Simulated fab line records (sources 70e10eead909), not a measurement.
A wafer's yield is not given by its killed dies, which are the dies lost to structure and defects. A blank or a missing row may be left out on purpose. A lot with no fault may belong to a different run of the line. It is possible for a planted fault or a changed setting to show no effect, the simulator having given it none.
Chamber matching :: flow nand harc :: NHARC_A_BLC_DESCUM_15 on rie diel-02: 4 sister chambers
The step chemistry O2, time 3 s. 45 wafers are shown with their chamber, then 12 later ones without.

## WAFERS, EACH WITH ITS CHAMBER
wafer: L074.1
chamber: 3
showerhead plenum p Torr (Torr): 1.99
drypump motor current A (A): 5.1
oes product au (a.u.): 1.022

wafer: L074.2
chamber: 2
showerhead plenum p Torr (Torr): 1.96
drypump motor current A (A): 5.2
oes product au (a.u.): 1.021

wafer: L074.5
chamber: 3
showerhead plenum p Torr (Torr): 1.99
drypump motor current A (A): 5.1
oes product au (a.u.): 1.019

wafer: L076.3
chamber: 0
showerhead plenum p Torr (Torr): 2.06
drypump motor current A (A): 5.8
oes product au (a.u.): 0.996

wafer: L076.5
chamber: 2
showerhead plenum p Torr (Torr): 1.96
drypump motor current A (A): 5.2
oes product au (a.u.): 1.026

wafer: L076.6
chamber: 3
showerhead plenum p Torr (Torr): 1.99
drypump motor current A (A): 5.1
oes product au (a.u.): 1.016

wafer: L077.3
chamber: 1
showerhead plenum p Torr (Torr): 1.78
drypump motor current A (A): 5.1
oes product au (a.u.): 1.008

wafer: L077.4
chamber: 0
showerhead plenum p Torr (Torr): 2.06
drypump motor current A (A): 5.8
oes product au (a.u.): 1.005

wafer: L077.5
chamber: 1
showerhead plenum p Torr (Torr): 1.78
drypump motor current A (A): 5.1
oes product au (a.u.): 1.005

wafer: L078.2
chamber: 0
showerhead plenum p Torr (Torr): 2.06
drypump motor current A (A): 5.8
oes product au (a.u.): 1.018

wafer: L078.3
chamber: 1
showerhead plenum p Torr (Torr): 1.78
drypump motor current A (A): 5.1
oes product au (a.u.): 1.018

wafer: L078.5
chamber: 0
showerhead plenum p Torr (Torr): 2.06
drypump motor current A (A): 5.8
oes product au (a.u.): 1.012

wafer: L079.1
chamber: 3
showerhead plenum p Torr (Torr): 1.99
drypump motor current A (A): 5.0
oes product au (a.u.): 1.012

wafer: L079.4
chamber: 3
showerhead plenum p Torr (Torr): 1.99
drypump motor current A (A): 5.1
oes product au (a.u.): 1.001

wafer: L079.6
chamber: 2
showerhead plenum p Torr (Torr): 1.95
drypump motor current A (A): 5.2
oes product au (a.u.): 1.012

wafer: L081.1
chamber: 0
showerhead plenum p Torr (Torr): 2.05
drypump motor current A (A): 5.8
oes product au (a.u.): 1.011

wafer: L081.2
chamber: 2
showerhead plenum p Torr (Torr): 1.95
drypump motor current A (A): 5.2
oes product au (a.u.): 0.999

wafer: L081.3
chamber: 3
showerhead plenum p Torr (Torr): 1.99
drypump motor current A (A): 5.0
oes product au (a.u.): 1.002

wafer: L080.2
chamber: 2
showerhead plenum p Torr (Torr): 1.95
drypump motor current A (A): 5.2
oes product au (a.u.): 1.005

wafer: L080.4
chamber: 0
showerhead plenum p Torr (Torr): 2.05
drypump motor current A (A): 5.8
oes product au (a.u.): 1.006

wafer: L080.6
chamber: 2
showerhead plenum p Torr (Torr): 1.95
drypump motor current A (A): 5.2
oes product au (a.u.): 1.010

wafer: L082.1
chamber: 1
showerhead plenum p Torr (Torr): 1.78
drypump motor current A (A): 5.1
oes product au (a.u.): 1.016

wafer: L082.3
chamber: 2
showerhead plenum p Torr (Torr): 1.95
drypump motor current A (A): 5.1
oes product au (a.u.): 1.007

wafer: L082.6
chamber: 1
showerhead plenum p Torr (Torr): 1.78
drypump motor current A (A): 5.1
oes product au (a.u.): 1.022

wafer: L086.1
chamber: 2
showerhead plenum p Torr (Torr): 1.95
drypump motor current A (A): 5.2
oes product au (a.u.): 1.009

wafer: L086.2
chamber: 0
showerhead plenum p Torr (Torr): 2.05
drypump motor current A (A): 5.8
oes product au (a.u.): 1.014

wafer: L086.5
chamber: 2
showerhead plenum p Torr (Torr): 1.95
drypump motor current A (A): 5.2
oes product au (a.u.): 0.995

wafer: L083.3
chamber: 2
showerhead plenum p Torr (Torr): 1.95
drypump motor current A (A): 5.2
oes product au (a.u.): 0.994

wafer: L083.4
chamber: 0
showerhead plenum p Torr (Torr): 2.05
drypump motor current A (A): 5.8
oes product au (a.u.): 1.007

wafer: L083.5
chamber: 2
showerhead plenum p Torr (Torr): 1.95
drypump motor current A (A): 5.2
oes product au (a.u.): 0.982

wafer: L084.2
chamber: 1
showerhead plenum p Torr (Torr): 1.78
drypump motor current A (A): 5.1
oes product au (a.u.): 1.008

wafer: L084.5
chamber: 1
showerhead plenum p Torr (Torr): 1.78
drypump motor current A (A): 5.2
oes product au (a.u.): 1.008

wafer: L084.6
chamber: 2
showerhead plenum p Torr (Torr): 1.95
drypump motor current A (A): 5.2
oes product au (a.u.): 0.999

wafer: L087.4
chamber: 2
showerhead plenum p Torr (Torr): 1.95
drypump motor current A (A): 5.2
oes product au (a.u.): 0.985

wafer: L087.5
chamber: 1
showerhead plenum p Torr (Torr): 1.78
drypump motor current A (A): 5.1
oes product au (a.u.): 1.014

wafer: L087.6
chamber: 3
showerhead plenum p Torr (Torr): 1.99
drypump motor current A (A): 5.0
oes product au (a.u.): 1.006

wafer: L088.2
chamber: 1
showerhead plenum p Torr (Torr): 1.78
drypump motor current A (A): 5.1
oes product au (a.u.): 1.005

wafer: L088.5
chamber: 2
showerhead plenum p Torr (Torr): 1.95
drypump motor current A (A): 5.2
oes product au (a.u.): 0.992

wafer: L088.6
chamber: 1
showerhead plenum p Torr (Torr): 1.78
drypump motor current A (A): 5.1
oes product au (a.u.): 1.012

wafer: L090.1
chamber: 2
showerhead plenum p Torr (Torr): 1.95
drypump motor current A (A): 5.2
oes product au (a.u.): 0.999

wafer: L090.4
chamber: 0
showerhead plenum p Torr (Torr): 2.05
drypump motor current A (A): 5.8
oes product au (a.u.): 0.998

wafer: L090.5
chamber: 2
showerhead plenum p Torr (Torr): 1.95
drypump motor current A (A): 5.2
oes product au (a.u.): 1.000

wafer: L092.1
chamber: 0
showerhead plenum p Torr (Torr): 2.05
drypump motor current A (A): 5.8
oes product au (a.u.): 1.016

wafer: L092.5
chamber: 0
showerhead plenum p Torr (Torr): 2.05
drypump motor current A (A): 5.8
oes product au (a.u.): 1.018

wafer: L092.6
chamber: 1
showerhead plenum p Torr (Torr): 1.78
drypump motor current A (A): 5.1
oes product au (a.u.): 1.009

SIGNATURES (averages over the wafers above)
reading: showerhead plenum p Torr
chamber 0: 2.0536
chamber 1: 1.7800
chamber 2: 1.9512
chamber 3: 1.9900
scatter within a chamber: 0.00324

reading: drypump motor current A
chamber 0: 5.800
chamber 1: 5.109
chamber 2: 5.194
chamber 3: 5.057
scatter within a chamber: 0.0295

reading: oes product au
chamber 0: 1.00918
chamber 1: 1.01136
chamber 2: 1.00219
chamber 3: 1.01114
scatter within a chamber: 0.00912
Rule: for a wafer and a chamber, the distance is found by dividing, reading by reading, the gap between the wafer's reading and the chamber's mean by the reading's scatter, squaring, summing and taking the root. The wafer belongs to the nearest chamber; if the next one is less than 2 further off, it can't be placed. The scatter: take each reading less its chamber's mean, square it, sum over the shown wafers, divide by the number of wafers less the number of chambers, and take the root.

## WAFERS MISSING THEIR CHAMBER
wafer: L093.1
showerhead plenum p Torr (Torr): 1.78
drypump motor current A (A): 5.1
oes product au (a.u.): 1.011

wafer: L093.2
showerhead plenum p Torr (Torr): 1.95
drypump motor current A (A): 5.2
oes product au (a.u.): 1.007

wafer: L093.5
showerhead plenum p Torr (Torr): 2.05
drypump motor current A (A): 5.8
oes product au (a.u.): 1.007

wafer: L095.1
showerhead plenum p Torr (Torr): 1.95
drypump motor current A (A): 5.2
oes product au (a.u.): 1.008

wafer: L095.2
showerhead plenum p Torr (Torr): 2.05
drypump motor current A (A): 5.8
oes product au (a.u.): 1.010

wafer: L095.5
showerhead plenum p Torr (Torr): 1.95
drypump motor current A (A): 5.2
oes product au (a.u.): 1.000

wafer: L094.1
showerhead plenum p Torr (Torr): 1.99
drypump motor current A (A): 5.1
oes product au (a.u.): 1.008

wafer: L094.2
showerhead plenum p Torr (Torr): 1.95
drypump motor current A (A): 5.2
oes product au (a.u.): 1.010

wafer: L094.5
showerhead plenum p Torr (Torr): 2.05
drypump motor current A (A): 5.8
oes product au (a.u.): 1.006

wafer: L097.1
showerhead plenum p Torr (Torr): 2.05
drypump motor current A (A): 5.8
oes product au (a.u.): 1.019

wafer: L097.3
showerhead plenum p Torr (Torr): 1.78
drypump motor current A (A): 5.1
oes product au (a.u.): 1.021

wafer: L097.6
showerhead plenum p Torr (Torr): 2.05
drypump motor current A (A): 5.8
oes product au (a.u.): 1.022

## CHAMBER TAKEN BY EACH
wafer: L093.1
from the rows above: 1
in truth: 1

wafer: L093.2
from the rows above: 2
in truth: 2

wafer: L093.5
from the rows above: 0
in truth: 0

wafer: L095.1
from the rows above: 2
in truth: 2

wafer: L095.2
from the rows above: 0
in truth: 0

wafer: L095.5
from the rows above: 2
in truth: 2

wafer: L094.1
from the rows above: 3
in truth: 3

wafer: L094.2
from the rows above: 2
in truth: 2

wafer: L094.5
from the rows above: 0
in truth: 0

wafer: L097.1
from the rows above: 0
in truth: 0

wafer: L097.3
from the rows above: 1
in truth: 1

wafer: L097.6
from the rows above: 0
in truth: 0
Placed correctly: 12 of 12. Number that these rows cannot place: 0. 0 placed wrongly.
